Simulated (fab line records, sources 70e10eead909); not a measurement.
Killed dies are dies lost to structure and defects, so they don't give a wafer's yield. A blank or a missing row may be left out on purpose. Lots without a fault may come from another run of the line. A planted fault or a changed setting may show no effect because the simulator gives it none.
Chamber matching | flow nand_harc | NHARC_A_CONTACT_ETCH_75 on rie_diel-02: 4 sister chambers
The step etches the open film in CF4, target depth 39 nm, time 65 s. 8 wafers are shown with their chamber, then 7 later ones without.

WAFERS WITH THEIR CHAMBER
wafer  | chamber | drypump_motor_current_A (A) | showerhead_plenum_p_Torr (Torr)
L074.3 | 2       | 5.9                         | 1.69
L090.1 | 2       | 5.9                         | 1.68
L090.4 | 3       | 6.2                         | 1.75
L091.1 | 3       | 6.2                         | 1.75
L091.2 | 0       | 5.0                         | 1.76
L091.3 | 1       | 6.0                         | 1.81
L094.2 | 1       | 6.0                         | 1.81
L094.4 | 0       | 5.1                         | 1.76

WAFERS WITHOUT THEIR CHAMBER
wafer  | drypump_motor_current_A (A) | showerhead_plenum_p_Torr (Torr)
L094.5 | 6.0                         | 1.81
L095.3 | 6.0                         | 1.80
L095.4 | 6.1                         | 1.75
L095.5 | 5.9                         | 1.68
L095.1 | 5.9                         | 1.68
L095.2 | 5.0                         | 1.76
L095.6 | 6.0                         | 1.81

WHICH CHAMBER EACH WENT THROUGH
wafer  | from the rows above | in truth
L094.5 | 1                   | 1
L095.3 | 1                   | 1
L095.4 | 3                   | 3
L095.5 | 2                   | 2
L095.1 | 2                   | 2
L095.2 | 0                   | 0
L095.6 | 1                   | 1
Placed correctly: 7 of 7. Can't be placed from these rows: 0. Placed wrongly: 0.
How it was worked out, from the rows above alone: a wafer's distance from a chamber is the root of the sum, over the readings, of the square of ((its reading less the chamber's mean) divided by the reading's scatter). The wafer belongs to the nearest chamber; if the next one is less than 2 further off, it can't be placed. A chamber's mean is the mean of its shown wafers. The scatter: the root of (the sum of the squares of (reading less its chamber's mean) over the shown wafers, divided by (wafers less chambers)).
